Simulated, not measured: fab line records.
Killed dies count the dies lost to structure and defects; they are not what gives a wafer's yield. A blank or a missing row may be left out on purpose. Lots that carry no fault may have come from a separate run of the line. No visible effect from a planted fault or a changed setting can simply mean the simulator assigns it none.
The tool behind it: which one?    flow n5 finfet    24 lots, 72 wafers sampled, at 6 steps of a route of 1938

== WHAT THE GAUGES READ, wafer by wafer ==
N5_BEOL_M11_THK_MEAS_53: measures by xrf.
lot   measured      on             M11_THK (nm)
L074  day 11 00:40  film metro-02  135 138 135
L076  day 11 05:41  film metro-02  140 138 143
L075  day 11 06:47  film metro-02  138 139 144
L077  day 11 10:37  film metro-02  137 131 137
L078  day 11 21:16  film metro-01  137 135 134
L079  day 12 05:59  film metro-02  139 140 137
L081  day 12 14:46  film metro-02  144 138 140
L080  day 12 19:13  film metro-02  137 142 142
L082  day 13 01:32  film metro-02  136 135 136
L083  day 13 11:19  film metro-02  149 143 143
L084  day 13 15:11  film metro-01  141 133 140
L085  day 13 16:16  film metro-02  142 143 143
L086  day 14 03:09  film metro-01  134 139 137
L087  day 14 07:40  film metro-02  137 138 140
L089  day 14 21:04  film metro-02  134 139 140
L091  day 15 01:26  film metro-01  140 140 141
L090  day 15 02:30  film metro-01  135 133 135
L088  day 15 11:58  film metro-02  136 136 142
L092  day 15 17:10  film metro-01  137 130 137
L095  day 15 19:14  film metro-01  142 140 143
L094  day 16 07:34  film metro-02  134 141 137
L093  day 16 23:41  film metro-01  137 141 140
L096  day 17 05:13  film metro-02  138 144 137
L097  day 17 19:59  film metro-02  136 138 145

N5_BEOL_M12_THK_MEAS_01.
lot   measured      on             M12_ILD_THK (nm)
L074  day 11 00:59  film metro-01  658 653 660
L076  day 11 06:01  film metro-01  650 660 657
L075  day 11 07:06  film metro-01  649 660 663
L077  day 11 10:56  film metro-01  657 675 670
L078  day 11 21:35  film metro-01  651 666 657
L079  day 12 06:19  film metro-02  647 660 666
L081  day 12 15:07  film metro-02  657 664 679
L080  day 12 19:35  film metro-02  657 657 661
L082  day 13 01:51  film metro-02  658 663 663
L083  day 13 11:41  film metro-01  645 659 658
L084  day 13 15:33  film metro-02  647 655 663
L085  day 13 16:35  film metro-02  656 663 663
L086  day 14 03:28  film metro-02  655 669 661
L087  day 14 08:01  film metro-02  637 650 647
L089  day 14 21:23  film metro-01  665 662 669
L091  day 15 01:50  film metro-01  647 654 668
L090  day 15 02:52  film metro-01  644 644 658
L088  day 15 12:18  film metro-02  647 659 664
L092  day 15 17:29  film metro-02  652 652 666
L095  day 15 19:34  film metro-02  654 644 662
L094  day 16 07:53  film metro-01  660 666 659
L093  day 17 00:01  film metro-01  648 668 665
L096  day 17 05:32  film metro-01  654 653 656
L097  day 17 20:21  film metro-01  644 669 659

N5_BEOL_M13_OCD_MEAS_35.
lot   measured      on      trench depth nm (nm)
L074  day 11 07:33  ocd-01  413 413 417
L076  day 11 13:22  ocd-02  404 405 410
L075  day 11 13:28  ocd-01  426 422 429
L077  day 11 21:19  ocd-01  419 419 416
L078  day 12 06:02  ocd-01  408 423 410
L079  day 12 13:35  ocd-02  405 410 403
L081  day 13 00:54  ocd-02  404 409 423
L080  day 13 04:26  ocd-01  402 406 411
L082  day 13 13:37  ocd-01  416 418 415
L083  day 13 20:49  ocd-02  419 410 421
L084  day 13 22:52  ocd-01  407 407 409
L085  day 13 23:46  ocd-02  409 400 405
L086  day 14 09:51  ocd-02  405 407 401
L087  day 14 16:37  ocd-01  427 417 415
L089  day 15 03:45  ocd-02  415 423 414
L091  day 15 09:53  ocd-01  405 409 404
L090  day 15 10:25  ocd-01  409 407 410
L088  day 15 21:21  ocd-01  406 416 411
L092  day 16 05:45  ocd-02  405 414 418
L095  day 16 06:22  ocd-02  413 415 423
L094  day 16 15:02  ocd-02  422 406 420
L093  day 17 06:43  ocd-02  407 419 410
L096  day 17 12:14  ocd-01  416 414 403
L097  day 18 02:43  ocd-01  410 413 417

N5_BEOL_M14_OVL_MEAS_11.
lot   measured      on          V13_OVL (nm)
L074  day 11 10:56  overlay-01  -5 2 7
L076  day 11 16:41  overlay-01  -3 -5 -4
L075  day 11 17:05  overlay-02  8 3 4
L077  day 12 00:05  overlay-02  -5 -2 -9
L078  day 12 13:27  overlay-02  -7 -9 -10
L079  day 12 15:50  overlay-01  -12 -6 -10
L081  day 13 05:09  overlay-01  1 5 -2
L080  day 13 10:47  overlay-02  6 -5 4
L082  day 13 16:51  overlay-02  -10 1 -6
L083  day 14 00:34  overlay-02  -6 5 2
L084  day 14 01:24  overlay-02  6 3 -7
L085  day 14 03:44  overlay-01  -2 5 9
L086  day 14 12:55  overlay-01  0 -2 -3
L087  day 14 22:33  overlay-02  -3 -5 -1
L089  day 15 06:54  overlay-01  0 2 -4
L091  day 15 13:20  overlay-02  16 4 6
L090  day 15 13:35  overlay-01  -9 -6 -1
L088  day 16 05:05  overlay-02  -3 3 1
L092  day 16 08:56  overlay-01  13 4 12
L095  day 16 09:30  overlay-01  -2 -7 -8
L094  day 16 18:22  overlay-02  -9 -11 -4
L093  day 17 09:20  overlay-01  -4 -4 0
L096  day 17 16:44  overlay-02  2 5 3
L097  day 18 06:35  overlay-01  0 2 -9

== EACH LOT AND THE TOOL THAT RAN IT (in order: tool; ch and the chambers of the sampled wafers; start) ==
lot   N5_BEOL_M13_ETCH_67                 N5_BEOL_M13_SPUTTER_44
L074  rie diel-05 ch 0,2, day 11 07:00    pvd sputter-01, day 11 08:55
L076  rie diel-05 ch 0,2,3, day 11 12:50  pvd sputter-02, day 11 15:01
L075  rie diel-03 ch 1,2,3, day 11 12:56  pvd sputter-02, day 11 15:25
L077  rie diel-03 ch 0,1,3, day 11 20:47  pvd sputter-03, day 11 22:25
L078  rie diel-04 ch 0,1,3, day 12 05:29  pvd sputter-03, day 12 11:38
L079  rie diel-05 ch 0,1, day 12 13:02    pvd sputter-03, day 12 14:08
L081  rie diel-04 ch 1,2, day 13 00:22    pvd sputter-03, day 13 03:29
L080  rie diel-05 ch 0,1,3, day 13 03:53  pvd sputter-03, day 13 09:04
L082  rie diel-03 ch 0,1,3, day 13 13:04  pvd sputter-01, day 13 14:37
L083  rie diel-04 ch 1,2, day 13 20:16    pvd sputter-01, day 13 22:43
L084  rie diel-05 ch 2,3, day 13 22:19    pvd sputter-01, day 13 23:36
L085  rie diel-05 ch 2,3, day 13 23:13    pvd sputter-02, day 14 01:56
L086  rie diel-05 ch 0,1,3, day 14 09:19  pvd sputter-01, day 14 11:09
L087  rie diel-04 ch 2,3, day 14 16:04    pvd sputter-02, day 14 19:43
L089  rie diel-03 ch 0,1,2, day 15 03:13  pvd sputter-03, day 15 05:06
L091  rie diel-05 ch 2,3, day 15 09:20    pvd sputter-03, day 15 11:19
L090  rie diel-05 ch 0,2,3, day 15 09:53  pvd sputter-02, day 15 11:23
L088  rie diel-04 ch 0,1, day 15 20:49    pvd sputter-03, day 16 03:17
L092  rie diel-04 ch 0,1,3, day 16 05:13  pvd sputter-03, day 16 06:53
L095  rie diel-03 ch 0,1,2, day 16 05:50  pvd sputter-03, day 16 07:15
L094  rie diel-04 ch 1,3, day 16 14:29    pvd sputter-01, day 16 15:55
L093  rie diel-04 ch 2,3, day 17 06:11    pvd sputter-02, day 17 07:39
L096  rie diel-04 ch 1,2,3, day 17 11:42  pvd sputter-03, day 17 14:46
L097  rie diel-03 ch 0,2,3, day 18 02:11  pvd sputter-02, day 18 04:43
- N5_BEOL_M13_ETCH_67: etches SiARC in CF4, target depth 143 nm, time 238.3 s.
- N5_BEOL_M13_SPUTTER_44: material Ta, target thk 10 nm, time 16.13 s.

== AS READ BY THE TOOLS THEMSELVES (means over the sampled wafers that have a number; for cases with no such wafer, the mark the record gives instead) ==
N5_BEOL_M13_ETCH_67.
lot   tool         bias w (W)  drypump motor current A (A)  etch rf on time s (s)  oes product au (a.u.)  rf vpp V (V)  showerhead plenum p Torr (Torr)  throttle valve pct (%)
L074  rie diel-05  36.10       5.6                          237                    0.61                   185.0         2.18                             15.73
L076  rie diel-05  36.05       5.6                          240                    0.62                   185.1         2.15                             15.70
L075  rie diel-03  35.89       5.3                          234                    0.69                   183.9         2.18                             15.65
L077  rie diel-03  36.05       5.4                          236                    0.66                   183.6         2.15                             15.77
L078  rie diel-04  35.99       5.6                          237                    0.69                   183.5         2.13                             15.69
L079  rie diel-05  35.96       5.6                          247                    0.59                   184.0         2.14                             15.78
L081  rie diel-04  35.93       5.8                          242                    0.70                   185.6         2.19                             15.69
L080  rie diel-05  35.97       5.7                          246                    0.60                   185.0         2.14                             15.78
L082  rie diel-03  36.05       5.4                          237                    0.65                   183.9         2.14                             15.79
L083  rie diel-04  36.00       6.2                          235                    0.75                   184.2         2.23                             15.44
L084  rie diel-05  35.98       5.6                          243                    0.60                   183.7         2.11                             15.71
L085  rie diel-05  35.87       5.6                          243                    0.60                   183.1         2.11                             15.70
L086  rie diel-05  35.93       5.7                          244                    0.59                   184.3         2.14                             15.81
L087  rie diel-04  35.92       6.0                          236                    0.79                   185.3         2.22                             15.26
L089  rie diel-03  35.91       5.2                          240                    0.69                   184.1         2.13                             15.56
L091  rie diel-05  35.89       5.6                          242                    0.60                   183.4         2.11                             15.73
L090  rie diel-05  35.92       5.6                          241                    0.60                   184.1         2.14                             15.76
L088  rie diel-04  36.04       6.0                          236                    0.61                   184.0         2.12                             15.88
L092  rie diel-04  36.06       5.6                          238                    0.66                   183.3         2.12                             15.75
L095  rie diel-03  35.96       5.2                          240                    0.67                   184.7         2.13                             15.57
L094  rie diel-04  36.11       5.2                          240                    0.72                   183.3         2.11                             15.63
L093  rie diel-04  35.79       5.5                          237                    0.75                   183.7         2.16                             15.37
L096  rie diel-04  35.97       5.7                          240                    0.71                   183.1         2.17                             15.57
L097  rie diel-03  36.04       5.4                          241                    0.66                   184.9         2.15                             15.69

N5_BEOL_M13_SPUTTER_44.
lot   tool            throttle valve pct (%)
L074  pvd sputter-01  31.3
L076  pvd sputter-02  28.8
L075  pvd sputter-02  29.0
L077  pvd sputter-03  30.3
L078  pvd sputter-03  31.0
L079  pvd sputter-03  29.5
L081  pvd sputter-03  30.5
L080  pvd sputter-03  31.2
L082  pvd sputter-01  30.9
L083  pvd sputter-01  31.1
L084  pvd sputter-01  30.3
L085  pvd sputter-02  28.9
L086  pvd sputter-01  30.8
L087  pvd sputter-02  29.3
L089  pvd sputter-03  30.5
L091  pvd sputter-03  31.5
L090  pvd sputter-02  29.0
L088  pvd sputter-03  30.5
L092  pvd sputter-03  30.2
L095  pvd sputter-03  30.3
L094  pvd sputter-01  31.2
L093  pvd sputter-02  29.4
L096  pvd sputter-03  30.3
L097  pvd sputter-02  28.9

== THE ANSWER, worked out from the rows above alone ==
Rule: usual is defined by the lots themselves. Put in order of their means at a reading, lots are off if they are a third of the lots or fewer, leave a main group of 4 or more, and stand apart from it by a gap of 3 or more times the standard deviation of the main group's means; of several such gaps the widest counts. A main group whose means are all the same, to the digits that the tables above print for the reading, isn't used. Also off: a lot with no number at a reading for which 4 or more lots have one. Any other lot the step has rows for is counted as sound. After the gauges, taken in route order, come the tools' own readings; for these a lot's mean is taken, as printed above. At the first step where some lot is off, the reading lying furthest off is the one used; lots without a number count as furthest.
No lot is off at any reading shown: from this, nothing can be told.

== WHAT THE SIMULATOR HAD PUT IN ==
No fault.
